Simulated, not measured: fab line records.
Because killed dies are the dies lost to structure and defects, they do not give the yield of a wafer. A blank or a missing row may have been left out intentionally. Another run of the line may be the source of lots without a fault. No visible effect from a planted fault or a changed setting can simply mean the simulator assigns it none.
One fault seen from 2 desks :: flow nand-harc :: every desk sees just its own numbers, and what lay behind them comes last

AT THE METROLOGY DESK
What the gauges read for every lot (on any tool): the sampled wafers with a number, averaged. The brackets show how far a lot's mean lies from the usual mean; more than 4 standard deviations puts the lot out of limits, marked OUT.
Columns: A = overlay-x-nm at NHARC_A_M0_OVL_MEAS_10, usual -0.1 nm; B = overlay-y-nm at NHARC_A_M0_OVL_MEAS_10, usual 0.2 nm; C = thk-nm at NHARC_A_M0_THK_MEAS_24, usual 113.9 nm; D = thk-nm at NHARC_A_M1_THK_MEAS_24, usual 153.9 nm
lot: L439
first seen here: day 23 21:25
A: -0.2
B: -0.2
C: 113.2
D: 154.3

lot: L442
first seen here: day 24 20:40
A: 0.4
B: 0.4
C: 114.9
D: 157.3

lot: L443
first seen here: day 25 22:51
A: -0.1
B: 0.1
C: 114.1
D: 153.9

lot: L444
first seen here: day 26 13:58
A: -1.3
B: 2.8
C: 112.2
D: 155.0

lot: L450
first seen here: day 27 18:15
A: -0.5
B: 1.8
C: 116.9
D: 153.1

lot: L451
first seen here: day 28 10:28
A: -0.5
B: 0.5
C: 113.2
D: 154.3

lot: L453
first seen here: day 29 06:43
A: 0.0
B: -0.1
C: 114.3
D: 153.4

lot: L455
first seen here: day 30 10:52
A: 1.1
B: 0.8
C: 112.8
D: 152.0

lot: L456
first seen here: day 30 12:20
A: -1.0
B: 0.3
C: 113.9
D: 153.9

lot: L457
first seen here: day 30 20:00
A: 0.2
B: -0.9
C: 112.3
D: 154.0

lot: L460
first seen here: day 31 13:43
A: -0.0
B: 0.2
C: 112.3
D: 153.5

lot: L458
first seen here: day 31 18:02
A: 0.6
B: -0.9
C: 113.2
D: 155.2
This desk's verdict: no lot among the 12 shows anything out of limits.

DESK OF THE TOOL OWNER: rie-diel-10
The tool's own readings at NHARC_A_M1_ETCH_35 (etches the open film in N2/H2, target depth 40 nm, overetch 12 nm, time 43.94 s): means of the sampled wafers that have a number, for each lot that ran on this tool. The brackets show how far a lot's mean lies from the usual mean; more than 4 standard deviations puts the lot out of limits, marked OUT.
Columns: A = drypump-motor-current-A at NHARC_A_M1_ETCH_35, usual 5.90 A; B = mfc-ar-sccm at NHARC_A_M1_ETCH_35, usual 0.012 sccm; C = oes-product-au at NHARC_A_M1_ETCH_35, usual 0.999 a.u.; D = rf-vpp-V at NHARC_A_M1_ETCH_35, usual 430.6 V; E = run-length-s at NHARC_A_M1_ETCH_35, usual 65.3 s; F = showerhead-plenum-p-Torr at NHARC_A_M1_ETCH_35, usual 2.05 Torr; G = throttle-valve-pct at NHARC_A_M1_ETCH_35, usual 14.172 %
lot: L442
first seen here: day 25 00:50
A: 5.96
B: 0.000
C: 1.013
D: 428.2
E: 65.3
F: 1.93
G: 14.172

lot: L450
first seen here: day 27 22:34
A: 6.18
B: 0.010
C: 0.989
D: 425.8
E: 53.3 (-29) OUT
F: 1.89
G: 14.174

lot: L451
first seen here: day 28 14:46
A: 5.99
B: 0.001
C: 0.983
D: 427.9
E: 53.0 (-30) OUT
F: 1.89
G: 14.164

lot: L460
first seen here: day 31 18:16
A: 6.17
B: 0.010
C: 0.983
D: 426.7
E: 65.0
F: 1.89
G: 14.183
Finding of this desk: L450, L451 out of limits; the first was L450 at day 27 22:34, on run-length-s at NHARC_A_M1_ETCH_35. L442, L460: within limits.

PUT TOGETHER
At day 27 22:34, on L450, L451, the tool owner's desk was in a position to raise an alarm.
From the metrology desk's view, nothing was out of limits.
The metrology desk has L450, L451 on record, within its limits.
On rie-diel-10, each named lot ran NHARC_A_M1_ETCH_35.

WHAT THE SIMULATOR HAD INSERTED
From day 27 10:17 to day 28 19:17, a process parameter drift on rie-diel-10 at NHARC_A_M1_ETCH_35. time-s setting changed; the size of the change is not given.
Lots struck among those shown: L450, L451.
Each desk's first reading out of limits, in hours after the fault started: the tool owner's desk, 12.
